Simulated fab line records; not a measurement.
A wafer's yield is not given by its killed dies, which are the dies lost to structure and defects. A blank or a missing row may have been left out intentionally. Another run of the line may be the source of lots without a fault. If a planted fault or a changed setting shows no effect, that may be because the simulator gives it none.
Chamber matching ; flow nand_harc ; NHARC_A_CONTACT_ALD_18 on ald_metal-01 has 4 sister chambers
The step deposits TiN, target thk 3 nm, pulse time 1 s, ald cycles 150. 8 wafers are shown with their chamber, then 10 later ones without.

EACH WAFER AND ITS CHAMBER
wafer;chamber;heater_power_w (W);precursor_pulse_height_rel
L078.3;2;994;1.004
L079.6;2;989;1.005
L080.5;3;1388;1.008
L089.1;1;1056;0.972
L089.3;0;1045;0.981
L089.6;0;1019;0.989
L091.3;3;1466;1.019
L091.4;1;1052;0.993

WAFERS WITH NO CHAMBER GIVEN
wafer;heater_power_w (W);precursor_pulse_height_rel
L091.6;1424;0.983
L093.1;1044;0.987
L093.2;988;1.005
L093.3;1059;0.998
L095.2;1032;1.007
L095.3;1266;1.011
L095.6;1035;1.001
L096.1;1268;1.041
L096.2;1018;0.959
L096.6;1038;0.978

WHICH CHAMBER EACH ONE RAN IN
wafer;from the rows above;in truth
L091.6;3;3
L093.1;can't be placed: 0 or 1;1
L093.2;2;2
L093.3;can't be placed: 0 or 1 or 2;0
L095.2;can't be placed: 2 or 0 or 1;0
L095.3;3;3
L095.6;can't be placed: 2 or 0 or 1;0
L096.1;3;3
L096.2;can't be placed: 1 or 0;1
L096.6;can't be placed: 1 or 0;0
Correct placement for 4 of the 10. These rows do not allow placing 6 (true chamber among the candidates in 6). Number placed wrongly: 0.
How it was worked out, from the rows above alone: a wafer's distance from a chamber is the root of the sum, over the readings, of the square of ((its reading less the chamber's mean) divided by the reading's scatter). If the next closest chamber is less than 2 further off than the closest, the wafer can't be placed; otherwise it belongs to the closest. Each chamber's mean is taken over the wafers shown for it. The scatter: the root of (the sum of the squares of (reading less its chamber's mean) over the shown wafers, divided by (wafers less chambers)).
